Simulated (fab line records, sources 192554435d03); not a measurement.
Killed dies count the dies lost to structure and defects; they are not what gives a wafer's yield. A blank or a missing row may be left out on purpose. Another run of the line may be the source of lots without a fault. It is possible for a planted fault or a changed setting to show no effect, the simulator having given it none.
The tool behind it: which one? || flow n5Finfet || Sampling: 6 lots, 18 wafers, 9 of 1938 route steps

WHAT THE GAUGES READ, wafer by wafer
N5_BEOL_M4_RC_MEAS_101. Usual: DIBL_N 36.1 mV/V, standard deviation 1.6; DIBL_P 35.8 mV/V, standard deviation 2.1; IOFF_N 0.16 nA/um, standard deviation 0.031; IOFF_P 0.21 nA/um, standard deviation 0.034; ION_N 673 uA/um, standard deviation 12; ION_P 461 uA/um, standard deviation 7.2; SS_N 71.4 mV/dec, standard deviation 0.59; SS_P 73.3 mV/dec, standard deviation 0.63; VT_N 250 mV, standard deviation 3.1; VT_P -250 mV, standard deviation 3.3.
{"lot": "L405", "measured": "day 8 07:15", "on": "prober-02", "DIBL_N (mV/V)": "36.1 36.0 36.9", "DIBL_P (mV/V)": "36.1 35.6 36.0", "IOFF_N (nA/um)": "0.17 0.16 0.17", "IOFF_P (nA/um)": "0.21 0.21 0.21", "ION_N (uA/um)": "676 670 689", "ION_P (uA/um)": "463 457 465", "SS_N (mV/dec)": "71.7 71.8 71.4", "SS_P (mV/dec)": "73.4 73.3 74.3", "VT_N (mV)": "248 249 247", "VT_P (mV)": "-253 -250 -252", "flag": ""}
{"lot": "L415", "measured": "day 10 18:57", "on": "prober-01", "DIBL_N (mV/V)": "35.4 35.0 35.7", "DIBL_P (mV/V)": "36.1 35.7 36.6", "IOFF_N (nA/um)": "0.14 0.14 0.14", "IOFF_P (nA/um)": "0.17 0.17 0.18", "ION_N (uA/um)": "667 676 664", "ION_P (uA/um)": "452 460 452", "SS_N (mV/dec)": "71.0 71.0 71.4", "SS_P (mV/dec)": "73.5 72.2 73.3", "VT_N (mV)": "253 251 254", "VT_P (mV)": "-256 -255 -255", "flag": ""}
{"lot": "L416", "measured": "day 11 06:13", "on": "prober-01", "DIBL_N (mV/V)": "34.2 34.6 36.7", "DIBL_P (mV/V)": "34.8 36.0 36.9", "IOFF_N (nA/um)": "0.14 0.15 0.18", "IOFF_P (nA/um)": "0.20 0.21 0.21", "ION_N (uA/um)": "666 688 687", "ION_P (uA/um)": "463 478 471", "SS_N (mV/dec)": "70.9 71.3 71.7", "SS_P (mV/dec)": "72.3 72.5 73.6", "VT_N (mV)": "250 248 247", "VT_P (mV)": "-249 -250 -254", "flag": ""}
{"lot": "L419", "measured": "day 11 13:50", "on": "prober-02", "DIBL_N (mV/V)": "37.1 35.9 36.5", "DIBL_P (mV/V)": "36.5 36.2 36.0", "IOFF_N (nA/um)": "0.18 0.16 0.17", "IOFF_P (nA/um)": "0.21 0.21 0.21", "ION_N (uA/um)": "686 676 678", "ION_P (uA/um)": "469 464 460", "SS_N (mV/dec)": "72.0 71.6 71.8", "SS_P (mV/dec)": "73.1 73.7 73.5", "VT_N (mV)": "246 247 248", "VT_P (mV)": "-251 -252 -252", "flag": ""}
{"lot": "L418", "measured": "day 11 15:33", "on": "prober-01", "DIBL_N (mV/V)": "37.8 34.7 35.8", "DIBL_P (mV/V)": "38.7 34.4 36.0", "IOFF_N (nA/um)": "0.20 0.13 0.15", "IOFF_P (nA/um)": "0.28 0.20 0.23", "ION_N (uA/um)": "680 676 672", "ION_P (uA/um)": "468 463 462", "SS_N (mV/dec)": "71.4 71.5 71.4", "SS_P (mV/dec)": "73.7 73.3 73.7", "VT_N (mV)": "248 253 249", "VT_P (mV)": "-247 -250 -250", "flag": ""}
{"lot": "L424", "measured": "day 12 20:27", "on": "prober-01", "DIBL_N (mV/V)": "34.9 34.4 35.2", "DIBL_P (mV/V)": "34.4 33.1 34.6", "IOFF_N (nA/um)": "0.14 0.12 0.13", "IOFF_P (nA/um)": "0.20 0.17 0.20", "ION_N (uA/um)": "658 654 660", "ION_P (uA/um)": "457 450 454", "SS_N (mV/dec)": "71.2 70.5 71.1", "SS_P (mV/dec)": "72.8 72.2 73.1", "VT_N (mV)": "252 254 251", "VT_P (mV)": "-249 -253 -250", "flag": ""}

N5_BEOL_M6_OCD_MEAS_38. Usual: trenchDepthNm 93.6 nm, standard deviation 1.5.
{"lot": "L405", "measured": "day 9 03:40", "on": "ocd-01", "trenchDepthNm (nm)": "92.2 93.5 93.4", "flag": ""}
{"lot": "L415", "measured": "day 11 13:41", "on": "ocd-01", "trenchDepthNm (nm)": "93.8 94.1 94.3", "flag": ""}
{"lot": "L416", "measured": "day 12 01:46", "on": "ocd-01", "trenchDepthNm (nm)": "66.2 92.7 64.3", "flag": "OFF"}
{"lot": "L419", "measured": "day 12 10:41", "on": "ocd-01", "trenchDepthNm (nm)": "92.3 65.3 65.4", "flag": "OFF"}
{"lot": "L418", "measured": "day 12 10:31", "on": "ocd-01", "trenchDepthNm (nm)": "94.6 93.5 91.8", "flag": ""}
{"lot": "L424", "measured": "day 13 14:35", "on": "ocd-02", "trenchDepthNm (nm)": "93.8 93.3 94.6", "flag": ""}

N5_BEOL_M6_THK_MEAS_53: measures by xrf. Usual: M6_THK typically reads 81.5 nm, with standard deviation 1.9.
{"lot": "L405", "measured": "day 9 07:48", "on": "filmMetro-01", "M6_THK (nm)": "79.3 81.4 81.3", "flag": ""}
{"lot": "L415", "measured": "day 11 16:08", "on": "filmMetro-02", "M6_THK (nm)": "80.2 81.3 80.9", "flag": ""}
{"lot": "L416", "measured": "day 12 04:22", "on": "filmMetro-02", "M6_THK (nm)": "53.5 79.8 51.6", "flag": "OFF"}
{"lot": "L419", "measured": "day 12 13:50", "on": "filmMetro-01", "M6_THK (nm)": "80.7 52.3 53.8", "flag": "OFF"}
{"lot": "L418", "measured": "day 12 13:32", "on": "filmMetro-02", "M6_THK (nm)": "82.2 81.5 79.9", "flag": ""}
{"lot": "L424", "measured": "day 13 17:00", "on": "filmMetro-02", "M6_THK (nm)": "84.0 84.7 81.6", "flag": ""}

N5_BEOL_M6_RS_MEAS_57: measurement is done with a four-point probe. Usual: M6_RS typically reads 0.290 ohm/sq, with standard deviation 0.0081.
{"lot": "L405", "measured": "day 9 07:56", "on": "filmMetro-01", "M6_RS (ohm/sq)": "0.298 0.290 0.292", "flag": ""}
{"lot": "L415", "measured": "day 11 16:16", "on": "filmMetro-01", "M6_RS (ohm/sq)": "0.294 0.290 0.290", "flag": ""}
{"lot": "L416", "measured": "day 12 04:29", "on": "filmMetro-02", "M6_RS (ohm/sq)": "0.478 0.293 0.499", "flag": "OFF"}
{"lot": "L419", "measured": "day 12 13:59", "on": "filmMetro-02", "M6_RS (ohm/sq)": "0.295 0.496 0.478", "flag": "OFF"}
{"lot": "L418", "measured": "day 12 13:40", "on": "filmMetro-01", "M6_RS (ohm/sq)": "0.288 0.292 0.297", "flag": ""}
{"lot": "L424", "measured": "day 13 17:08", "on": "filmMetro-02", "M6_RS (ohm/sq)": "0.280 0.279 0.289", "flag": ""}

N5_BEOL_M15_RC_MEAS_101. Usual: COMB_M10 1.4e-11 S/m, standard deviation 3.2e-12; COMB_M10_max_site 2.1e-11 S/m, standard deviation 5.1e-12; COMB_M11 1.43e-11 S/m, standard deviation 3e-12; COMB_M12 5.8e-12 S/m, standard deviation 1.3e-12; COMB_M13 4.5e-12 S/m, standard deviation 9.1e-13; COMB_M14 3.1e-12 S/m, standard deviation 7.8e-13; COMB_M15 2e-12 S/m, standard deviation 5.1e-13; COMB_M5 3.5e-11 S/m, standard deviation 7e-12; COMB_M7 2.6e-11 S/m, standard deviation 5.3e-12; COMB_M8 2.5e-11 S/m, standard deviation 5.8e-12; COMB_M9 1.38e-11 S/m, standard deviation 3e-12; SERP_M10 3.10 ohm/um, standard deviation 0.096; SERP_M11 3.09 ohm/um, standard deviation 0.086; SERP_M11_max_site 3.18 ohm/um, standard deviation 0.091; SERP_M12 0.644 ohm/um, standard deviation 0.016; SERP_M12_max_site 0.657 ohm/um, standard deviation 0.017; SERP_M13 0.311 ohm/um, standard deviation 0.0075; SERP_M13_max_site 0.315 ohm/um, standard deviation 0.0078; SERP_M14 0.162 ohm/um, standard deviation 0.0047; SERP_M5 39.5 ohm/um, standard deviation 1.9; SERP_M6 14.0 ohm/um, standard deviation 0.55; SERP_M6_max_site 14.7 ohm/um, standard deviation 0.59; SERP_M7 14.0 ohm/um, standard deviation 0.55; SERP_M8 13.9 ohm/um, standard deviation 0.54; SERP_M9 3.07 ohm/um, standard deviation 0.099.
{"lot": "L405", "measured": "day 12 06:41", "on": "prober-02", "COMB_M10 (S/m)": "1.8e-11 1.3e-11 1.2e-11", "COMB_M10_max_site (S/m)": "2.5e-11 1.5e-11 1.6e-11", "COMB_M11 (S/m)": "1.13e-11 1.62e-11 1.05e-11", "COMB_M12 (S/m)": "6.4e-12 5.9e-12 5e-12", "COMB_M13 (S/m)": "5.2e-12 6e-12 4.1e-12", "COMB_M14 (S/m)": "3.6e-12 2.8e-12 3.6e-12", "COMB_M15 (S/m)": "2.5e-12 2.3e-12 1.9e-12", "COMB_M5 (S/m)": "2.9e-11 3.9e-11 3.9e-11", "COMB_M7 (S/m)": "2.6e-11 3e-11 2.8e-11", "COMB_M8 (S/m)": "2.7e-11 2e-11 1.9e-11", "COMB_M9 (S/m)": "1.46e-11 1.37e-11 1.46e-11", "SERP_M10 (ohm/um)": "3.10 2.90 2.97", "SERP_M11 (ohm/um)": "3.13 2.96 3.08", "SERP_M11_max_site (ohm/um)": "3.32 3.11 3.19", "SERP_M12 (ohm/um)": "0.640 0.651 0.643", "SERP_M12_max_site (ohm/um)": "0.654 0.669 0.666", "SERP_M13 (ohm/um)": "0.313 0.301 0.304", "SERP_M13_max_site (ohm/um)": "0.316 0.304 0.306", "SERP_M14 (ohm/um)": "0.162 0.157 0.161", "SERP_M5 (ohm/um)": "35.5 36.3 39.1", "SERP_M6 (ohm/um)": "14.3 13.8 13.8", "SERP_M6_max_site (ohm/um)": "14.5 14.3 14.9", "SERP_M7 (ohm/um)": "14.2 15.1 14.7", "SERP_M8 (ohm/um)": "13.3 13.8 14.4", "SERP_M9 (ohm/um)": "3.07 3.06 3.18", "flag": ""}
{"lot": "L415", "measured": "day 14 09:08", "on": "prober-02", "COMB_M10 (S/m)": "1.3e-11 1.6e-11 1.5e-11", "COMB_M10_max_site (S/m)": "2.4e-11 2.2e-11 2.3e-11", "COMB_M11 (S/m)": "1.67e-11 1.88e-11 1.61e-11", "COMB_M12 (S/m)": "7.7e-12 8.6e-12 7.2e-12", "COMB_M13 (S/m)": "5.2e-12 6e-12 5.4e-12", "COMB_M14 (S/m)": "3.1e-12 4.1e-12 3.5e-12", "COMB_M15 (S/m)": "1.9e-12 2.7e-12 2.1e-12", "COMB_M5 (S/m)": "2.4e-11 3e-11 3.5e-11", "COMB_M7 (S/m)": "3.1e-11 3e-11 2.6e-11", "COMB_M8 (S/m)": "2.4e-11 1.7e-11 1.7e-11", "COMB_M9 (S/m)": "1e-11 1.19e-11 1.77e-11", "SERP_M10 (ohm/um)": "3.11 3.00 3.14", "SERP_M11 (ohm/um)": "3.24 3.12 3.22", "SERP_M11_max_site (ohm/um)": "3.30 3.16 3.30", "SERP_M12 (ohm/um)": "0.663 0.669 0.622", "SERP_M12_max_site (ohm/um)": "0.685 0.683 0.625", "SERP_M13 (ohm/um)": "0.309 0.303 0.316", "SERP_M13_max_site (ohm/um)": "0.310 0.306 0.321", "SERP_M14 (ohm/um)": "0.163 0.170 0.159", "SERP_M5 (ohm/um)": "40.3 39.7 42.7", "SERP_M6 (ohm/um)": "14.3 13.9 13.6", "SERP_M6_max_site (ohm/um)": "14.8 14.6 14.2", "SERP_M7 (ohm/um)": "13.8 13.7 13.7", "SERP_M8 (ohm/um)": "13.7 13.7 13.2", "SERP_M9 (ohm/um)": "3.04 2.95 3.10", "flag": ""}
{"lot": "L416", "measured": "day 14 22:30", "on": "prober-02", "COMB_M10 (S/m)": "1.8e-11 1.6e-11 1.6e-11", "COMB_M10_max_site (S/m)": "2.8e-11 2.5e-11 2.2e-11", "COMB_M11 (S/m)": "1.21e-11 1.44e-11 1.34e-11", "COMB_M12 (S/m)": "5.2e-12 6e-12 5.4e-12", "COMB_M13 (S/m)": "6.3e-12 3.6e-12 5.2e-12", "COMB_M14 (S/m)": "4.9e-12 3.4e-12 4.3e-12", "COMB_M15 (S/m)": "2.7e-12 1.8e-12 2.2e-12", "COMB_M5 (S/m)": "3e-11 3.4e-11 3.2e-11", "COMB_M7 (S/m)": "2.1e-11 2.2e-11 2.4e-11", "COMB_M8 (S/m)": "2.2e-11 3.6e-11 3.5e-11", "COMB_M9 (S/m)": "1.43e-11 1.34e-11 1.59e-11", "SERP_M10 (ohm/um)": "3.08 2.97 3.03", "SERP_M11 (ohm/um)": "3.22 3.14 3.18", "SERP_M11_max_site (ohm/um)": "3.27 3.18 3.23", "SERP_M12 (ohm/um)": "0.660 0.641 0.643", "SERP_M12_max_site (ohm/um)": "0.667 0.651 0.651", "SERP_M13 (ohm/um)": "0.300 0.301 0.308", "SERP_M13_max_site (ohm/um)": "0.303 0.305 0.310", "SERP_M14 (ohm/um)": "0.165 0.167 0.165", "SERP_M5 (ohm/um)": "43.0 39.0 40.3", "SERP_M6 (ohm/um)": "22.1 14.2 23.7", "SERP_M6_max_site (ohm/um)": "23.5 14.6 24.3", "SERP_M7 (ohm/um)": "13.3 14.0 13.6", "SERP_M8 (ohm/um)": "13.8 13.9 13.5", "SERP_M9 (ohm/um)": "3.13 3.23 2.97", "flag": "OFF"}
{"lot": "L419", "measured": "day 15 18:08", "on": "prober-01", "COMB_M10 (S/m)": "1.2e-11 9e-12 1.9e-11", "COMB_M10_max_site (S/m)": "1.5e-11 1.2e-11 2.3e-11", "COMB_M11 (S/m)": "1.46e-11 1.5e-11 1.4e-11", "COMB_M12 (S/m)": "3.9e-12 6.6e-12 4.7e-12", "COMB_M13 (S/m)": "3.6e-12 4.7e-12 4.2e-12", "COMB_M14 (S/m)": "3.2e-12 2.4e-12 3.8e-12", "COMB_M15 (S/m)": "2.1e-12 1.5e-12 1e-12", "COMB_M5 (S/m)": "2.3e-11 4.3e-11 3.1e-11", "COMB_M7 (S/m)": "1.3e-11 2.9e-11 2.8e-11", "COMB_M8 (S/m)": "1.8e-11 2.3e-11 2.3e-11", "COMB_M9 (S/m)": "1.01e-11 1.16e-11 1.12e-11", "SERP_M10 (ohm/um)": "3.24 3.23 3.30", "SERP_M11 (ohm/um)": "2.93 3.11 3.08", "SERP_M11_max_site (ohm/um)": "2.97 3.18 3.25", "SERP_M12 (ohm/um)": "0.637 0.631 0.634", "SERP_M12_max_site (ohm/um)": "0.651 0.646 0.645", "SERP_M13 (ohm/um)": "0.304 0.323 0.315", "SERP_M13_max_site (ohm/um)": "0.306 0.325 0.319", "SERP_M14 (ohm/um)": "0.167 0.167 0.169", "SERP_M5 (ohm/um)": "37.9 40.4 40.5", "SERP_M6 (ohm/um)": "14.3 23.4 22.7", "SERP_M6_max_site (ohm/um)": "14.7 24.4 23.8", "SERP_M7 (ohm/um)": "14.0 13.8 14.9", "SERP_M8 (ohm/um)": "13.8 14.2 13.7", "SERP_M9 (ohm/um)": "3.08 3.24 3.01", "flag": "OFF"}
{"lot": "L418", "measured": "day 15 18:25", "on": "prober-02", "COMB_M10 (S/m)": "1.5e-11 1.3e-11 1.3e-11", "COMB_M10_max_site (S/m)": "2.2e-11 2e-11 2.1e-11", "COMB_M11 (S/m)": "1.16e-11 9.9e-12 1.32e-11", "COMB_M12 (S/m)": "5.6e-12 6e-12 5.5e-12", "COMB_M13 (S/m)": "3.8e-12 4.5e-12 3.4e-12", "COMB_M14 (S/m)": "3.2e-12 3.8e-12 4.5e-12", "COMB_M15 (S/m)": "2.5e-12 1.7e-12 2e-12", "COMB_M5 (S/m)": "3.6e-11 3.3e-11 3.2e-11", "COMB_M7 (S/m)": "2.9e-11 2.6e-11 3.9e-11", "COMB_M8 (S/m)": "2.9e-11 2.6e-11 3.3e-11", "COMB_M9 (S/m)": "8.2e-12 1.05e-11 9e-12", "SERP_M10 (ohm/um)": "3.15 3.00 3.26", "SERP_M11 (ohm/um)": "3.12 3.08 3.13", "SERP_M11_max_site (ohm/um)": "3.17 3.17 3.23", "SERP_M12 (ohm/um)": "0.634 0.623 0.633", "SERP_M12_max_site (ohm/um)": "0.650 0.630 0.641", "SERP_M13 (ohm/um)": "0.321 0.323 0.306", "SERP_M13_max_site (ohm/um)": "0.324 0.325 0.309", "SERP_M14 (ohm/um)": "0.156 0.151 0.158", "SERP_M5 (ohm/um)": "38.5 39.0 39.3", "SERP_M6 (ohm/um)": "13.9 13.4 13.8", "SERP_M6_max_site (ohm/um)": "14.4 14.6 14.4", "SERP_M7 (ohm/um)": "14.2 14.2 13.8", "SERP_M8 (ohm/um)": "14.9 13.5 13.6", "SERP_M9 (ohm/um)": "3.14 3.19 3.19", "flag": ""}
{"lot": "L424", "measured": "day 16 07:10", "on": "prober-01", "COMB_M10 (S/m)": "1e-11 9e-12 1.2e-11", "COMB_M10_max_site (S/m)": "1.8e-11 1.4e-11 1.4e-11", "COMB_M11 (S/m)": "1.69e-11 1.25e-11 2.82e-11", "COMB_M12 (S/m)": "6.5e-12 6.1e-12 6.3e-12", "COMB_M13 (S/m)": "4.7e-12 3.9e-12 3.8e-12", "COMB_M14 (S/m)": "2.3e-12 2.8e-12 3.1e-12", "COMB_M15 (S/m)": "1.6e-12 9e-13 1e-12", "COMB_M5 (S/m)": "3.9e-11 3.5e-11 4.3e-11", "COMB_M7 (S/m)": "2.3e-11 2.4e-11 2.6e-11", "COMB_M8 (S/m)": "2.1e-11 3e-11 2.6e-11", "COMB_M9 (S/m)": "1.1e-11 1.27e-11 1.4e-11", "SERP_M10 (ohm/um)": "3.15 3.20 3.21", "SERP_M11 (ohm/um)": "2.90 2.88 3.03", "SERP_M11_max_site (ohm/um)": "3.04 2.96 3.16", "SERP_M12 (ohm/um)": "0.641 0.647 0.654", "SERP_M12_max_site (ohm/um)": "0.657 0.659 0.664", "SERP_M13 (ohm/um)": "0.321 0.323 0.298", "SERP_M13_max_site (ohm/um)": "0.326 0.326 0.302", "SERP_M14 (ohm/um)": "0.167 0.161 0.163", "SERP_M5 (ohm/um)": "39.8 38.5 41.4", "SERP_M6 (ohm/um)": "13.4 13.8 13.5", "SERP_M6_max_site (ohm/um)": "13.9 14.4 14.0", "SERP_M7 (ohm/um)": "13.9 14.8 14.4", "SERP_M8 (ohm/um)": "13.7 13.1 14.1", "SERP_M9 (ohm/um)": "3.13 3.00 3.06", "flag": ""}

EACH LOT AND THE TOOL THAT RAN IT (in order: tool; ch and the chambers of the sampled wafers; start)
{"lot": "L405", "N5_BEOL_M6_HM_OPEN_17": "rieMetal-03 ch 0,1, day 9 02:09", "N5_BEOL_M6_ETCH_72": "rieDiel-02 ch 0,2,3, day 9 03:16", "N5_BEOL_M6_ETCH_66": "rieDiel-02 ch 0,2,3, day 9 03:19", "N5_BEOL_M6_TRENCH_ETCH_37": "rieDiel-02 ch 0,2,3, day 9 03:30"}
{"lot": "L415", "N5_BEOL_M6_HM_OPEN_17": "rieMetal-02 ch 0,1, day 11 10:56", "N5_BEOL_M6_ETCH_72": "rieDiel-02 ch 1,2, day 11 13:17", "N5_BEOL_M6_ETCH_66": "rieDiel-02 ch 1,2, day 11 13:20", "N5_BEOL_M6_TRENCH_ETCH_37": "rieDiel-02 ch 1,2, day 11 13:32"}
{"lot": "L416", "N5_BEOL_M6_HM_OPEN_17": "rieMetal-03 ch 1, day 11 23:55", "N5_BEOL_M6_ETCH_72": "rieDiel-02 ch 0,2,3, day 12 01:22", "N5_BEOL_M6_ETCH_66": "rieDiel-02 ch 0,2,3, day 12 01:25", "N5_BEOL_M6_TRENCH_ETCH_37": "rieDiel-02 ch 0,2,3, day 12 01:36"}
{"lot": "L419", "N5_BEOL_M6_HM_OPEN_17": "rieMetal-02 ch 0,1, day 12 05:53", "N5_BEOL_M6_ETCH_72": "rieDiel-02 ch 1,3, day 12 10:17", "N5_BEOL_M6_ETCH_66": "rieDiel-02 ch 1,3, day 12 10:20", "N5_BEOL_M6_TRENCH_ETCH_37": "rieDiel-02 ch 1,3, day 12 10:32"}
{"lot": "L418", "N5_BEOL_M6_HM_OPEN_17": "rieMetal-01 ch 0,1, day 12 07:10", "N5_BEOL_M6_ETCH_72": "rieDiel-01 ch 0,3, day 12 10:07", "N5_BEOL_M6_ETCH_66": "rieDiel-01 ch 0,3, day 12 10:10", "N5_BEOL_M6_TRENCH_ETCH_37": "rieDiel-01 ch 0,3, day 12 10:21"}
{"lot": "L424", "N5_BEOL_M6_HM_OPEN_17": "rieMetal-01 ch 0,1, day 13 13:22", "N5_BEOL_M6_ETCH_72": "rieDiel-04 ch 0,2, day 13 14:12", "N5_BEOL_M6_ETCH_66": "rieDiel-04 ch 0,2, day 13 14:14", "N5_BEOL_M6_TRENCH_ETCH_37": "rieDiel-04 ch 0,2, day 13 14:26"}
- N5_BEOL_M6_HM_OPEN_17: chemistry Cl2/BCl3, target TiN, target depth 20 nm, overetch 6 nm.
- N5_BEOL_M6_ETCH_72: etches underlayer in N2/H2, target depth 6.5 nm, time 5.2 s.
- N5_BEOL_M6_ETCH_66: etches SOC in N2/H2, target depth 80 nm, overetch 16 nm, time 120 s.
- N5_BEOL_M6_TRENCH_ETCH_37: etches SiCOH lowk in C4F6/O2, target depth 94.435 nm, time 31.5 s.

AS READ BY THE TOOLS THEMSELVES (means over the sampled wafers that have a number; for cases with no such wafer, the mark the record gives instead)
N5_BEOL_M6_HM_OPEN_17. Usual: drypumpMotorCurrentA 5.5 A, standard deviation 0.52; oesProductAu 0.62 a.u., standard deviation 0.076; throttleValvePct 22.06 %, standard deviation 0.29.
{"lot": "L405", "tool": "rieMetal-03", "drypumpMotorCurrentA (A)": 5.5, "oesProductAu (a.u.)": 0.59, "throttleValvePct (%)": 22.24, "flag": ""}
{"lot": "L415", "tool": "rieMetal-02", "drypumpMotorCurrentA (A)": 5.6, "oesProductAu (a.u.)": 0.58, "throttleValvePct (%)": 21.87, "flag": ""}
{"lot": "L416", "tool": "rieMetal-03", "drypumpMotorCurrentA (A)": 4.9, "oesProductAu (a.u.)": 0.69, "throttleValvePct (%)": 22.04, "flag": ""}
{"lot": "L419", "tool": "rieMetal-02", "drypumpMotorCurrentA (A)": 6.0, "oesProductAu (a.u.)": 0.57, "throttleValvePct (%)": 21.86, "flag": ""}
{"lot": "L418", "tool": "rieMetal-01", "drypumpMotorCurrentA (A)": 5.7, "oesProductAu (a.u.)": 0.59, "throttleValvePct (%)": 22.38, "flag": ""}
{"lot": "L424", "tool": "rieMetal-01", "drypumpMotorCurrentA (A)": 5.7, "oesProductAu (a.u.)": 0.60, "throttleValvePct (%)": 22.07, "flag": ""}

N5_BEOL_M6_ETCH_72. Usual: drypumpMotorCurrentA 5.8 A, standard deviation 0.42; etchRfOnTimeS 5.22 s, standard deviation 0.13; oesProductAu 0.67 a.u., standard deviation 0.077; rfVppV 524.1 V, standard deviation 2; showerheadPlenumPTorr 2.54 Torr, standard deviation 0.051; throttleValvePct 17.85 %, standard deviation 0.21.
{"lot": "L405", "tool": "rieDiel-02", "drypumpMotorCurrentA (A)": 6.0, "etchRfOnTimeS (s)": 5.34, "oesProductAu (a.u.)": 0.66, "rfVppV (V)": 526.2, "showerheadPlenumPTorr (Torr)": 2.59, "throttleValvePct (%)": 17.84, "flag": ""}
{"lot": "L415", "tool": "rieDiel-02", "drypumpMotorCurrentA (A)": 6.1, "etchRfOnTimeS (s)": 5.20, "oesProductAu (a.u.)": 0.63, "rfVppV (V)": 524.7, "showerheadPlenumPTorr (Torr)": 2.55, "throttleValvePct (%)": 17.98, "flag": ""}
{"lot": "L416", "tool": "rieDiel-02", "drypumpMotorCurrentA (A)": 6.0, "etchRfOnTimeS (s)": 5.27, "oesProductAu (a.u.)": 0.64, "rfVppV (V)": 524.0, "showerheadPlenumPTorr (Torr)": 2.58, "throttleValvePct (%)": 17.89, "flag": ""}
{"lot": "L419", "tool": "rieDiel-02", "drypumpMotorCurrentA (A)": 5.6, "etchRfOnTimeS (s)": 5.18, "oesProductAu (a.u.)": 0.62, "rfVppV (V)": 524.5, "showerheadPlenumPTorr (Torr)": 2.51, "throttleValvePct (%)": 17.80, "flag": ""}
{"lot": "L418", "tool": "rieDiel-01", "drypumpMotorCurrentA (A)": 6.4, "etchRfOnTimeS (s)": 5.25, "oesProductAu (a.u.)": 0.76, "rfVppV (V)": 524.9, "showerheadPlenumPTorr (Torr)": 2.53, "throttleValvePct (%)": 17.71, "flag": ""}
{"lot": "L424", "tool": "rieDiel-04", "drypumpMotorCurrentA (A)": 5.8, "etchRfOnTimeS (s)": 5.25, "oesProductAu (a.u.)": 0.61, "rfVppV (V)": 524.1, "showerheadPlenumPTorr (Torr)": 2.53, "throttleValvePct (%)": 17.77, "flag": ""}

N5_BEOL_M6_ETCH_66. Usual: drypumpMotorCurrentA 5.8 A, standard deviation 0.42; oesProductAu 0.60 a.u., standard deviation 0.065; rfVppV 523.9 V, standard deviation 1.6; showerheadPlenumPTorr 2.54 Torr, standard deviation 0.051; throttleValvePct 17.81 %, standard deviation 0.21.
{"lot": "L405", "tool": "rieDiel-02", "drypumpMotorCurrentA (A)": 6.0, "oesProductAu (a.u.)": 0.60, "rfVppV (V)": 524.6, "showerheadPlenumPTorr (Torr)": 2.59, "throttleValvePct (%)": 17.80, "flag": ""}
{"lot": "L415", "tool": "rieDiel-02", "drypumpMotorCurrentA (A)": 6.1, "oesProductAu (a.u.)": 0.57, "rfVppV (V)": 524.5, "showerheadPlenumPTorr (Torr)": 2.55, "throttleValvePct (%)": 17.93, "flag": ""}
{"lot": "L416", "tool": "rieDiel-02", "drypumpMotorCurrentA (A)": 6.0, "oesProductAu (a.u.)": 0.58, "rfVppV (V)": 523.9, "showerheadPlenumPTorr (Torr)": 2.58, "throttleValvePct (%)": 17.85, "flag": ""}
{"lot": "L419", "tool": "rieDiel-02", "drypumpMotorCurrentA (A)": 5.6, "oesProductAu (a.u.)": 0.56, "rfVppV (V)": 523.2, "showerheadPlenumPTorr (Torr)": 2.51, "throttleValvePct (%)": 17.77, "flag": ""}
{"lot": "L418", "tool": "rieDiel-01", "drypumpMotorCurrentA (A)": 6.4, "oesProductAu (a.u.)": 0.69, "rfVppV (V)": 524.2, "showerheadPlenumPTorr (Torr)": 2.53, "throttleValvePct (%)": 17.66, "flag": ""}
{"lot": "L424", "tool": "rieDiel-04", "drypumpMotorCurrentA (A)": 5.8, "oesProductAu (a.u.)": 0.56, "rfVppV (V)": 523.6, "showerheadPlenumPTorr (Torr)": 2.53, "throttleValvePct (%)": 17.71, "flag": ""}

N5_BEOL_M6_TRENCH_ETCH_37. Usual: drypumpMotorCurrentA 5.8 A, standard deviation 0.42; oesProductAu 0.78 a.u., standard deviation 0.088; rfVppV 662 V, standard deviation 9.6; showerheadPlenumPTorr 2.86 Torr, standard deviation 0.068; throttleValvePct 21.02 %, standard deviation 0.21.
{"lot": "L405", "tool": "rieDiel-02", "drypumpMotorCurrentA (A)": 6.0, "oesProductAu (a.u.)": 0.78, "rfVppV (V)": 660, "showerheadPlenumPTorr (Torr)": 2.92, "throttleValvePct (%)": 21.11, "flag": ""}
{"lot": "L415", "tool": "rieDiel-02", "drypumpMotorCurrentA (A)": 6.1, "oesProductAu (a.u.)": 0.74, "rfVppV (V)": 656, "showerheadPlenumPTorr (Torr)": 2.89, "throttleValvePct (%)": 21.30, "flag": ""}
{"lot": "L416", "tool": "rieDiel-02", "drypumpMotorCurrentA (A)": 6.0, "oesProductAu (a.u.)": 0.65, "rfVppV (V)": 659, "showerheadPlenumPTorr (Torr)": 2.91, "throttleValvePct (%)": 21.11, "flag": ""}
{"lot": "L419", "tool": "rieDiel-02", "drypumpMotorCurrentA (A)": 5.6, "oesProductAu (a.u.)": 0.63, "rfVppV (V)": 657, "showerheadPlenumPTorr (Torr)": 2.85, "throttleValvePct (%)": 21.08, "flag": ""}
{"lot": "L418", "tool": "rieDiel-01", "drypumpMotorCurrentA (A)": 6.4, "oesProductAu (a.u.)": 0.90, "rfVppV (V)": 668, "showerheadPlenumPTorr (Torr)": 2.85, "throttleValvePct (%)": 20.89, "flag": ""}
{"lot": "L424", "tool": "rieDiel-04", "drypumpMotorCurrentA (A)": 5.8, "oesProductAu (a.u.)": 0.72, "rfVppV (V)": 655, "showerheadPlenumPTorr (Torr)": 2.84, "throttleValvePct (%)": 20.84, "flag": ""}

THE ANSWER, worked out from the rows above alone
Rule: take the mean of a lot's wafers that have a number; if it is more than 3 standard deviations from the usual mean, the lot is off. Also off: a lot with no number at a reading for which 4 or more lots have one. Any other lot the step has rows for is counted as sound. The gauges are gone through in route order, then the tools' own readings, and for those a lot's mean is taken as printed above. At the first step where some lot is off, the reading lying furthest off is the one used; lots without a number count as furthest.
Off: L416, L419, at N5_BEOL_M6_OCD_MEAS_38 (trenchDepthNm).
A tool fits if, at a process step before that reading, it ran every lot that is off, and no sound lot after the first of them. The gauges at N5_BEOL_M6_OCD_MEAS_38 aren't tried: what is off there is off at N5_BEOL_M6_THK_MEAS_53 too, on other tools, and a gauge's error can't cause that. One candidate fits, namely rieDiel-02 at N5_BEOL_M6_ETCH_72 and N5_BEOL_M6_ETCH_66 and N5_BEOL_M6_TRENCH_ETCH_37. At N5_BEOL_M6_ETCH_72 its last sound lot is L415 (day 11 13:17), its first lot that is off L416 (day 12 01:22): a fault that began between those two fits.

WHAT THE SIMULATOR HAD PUT IN
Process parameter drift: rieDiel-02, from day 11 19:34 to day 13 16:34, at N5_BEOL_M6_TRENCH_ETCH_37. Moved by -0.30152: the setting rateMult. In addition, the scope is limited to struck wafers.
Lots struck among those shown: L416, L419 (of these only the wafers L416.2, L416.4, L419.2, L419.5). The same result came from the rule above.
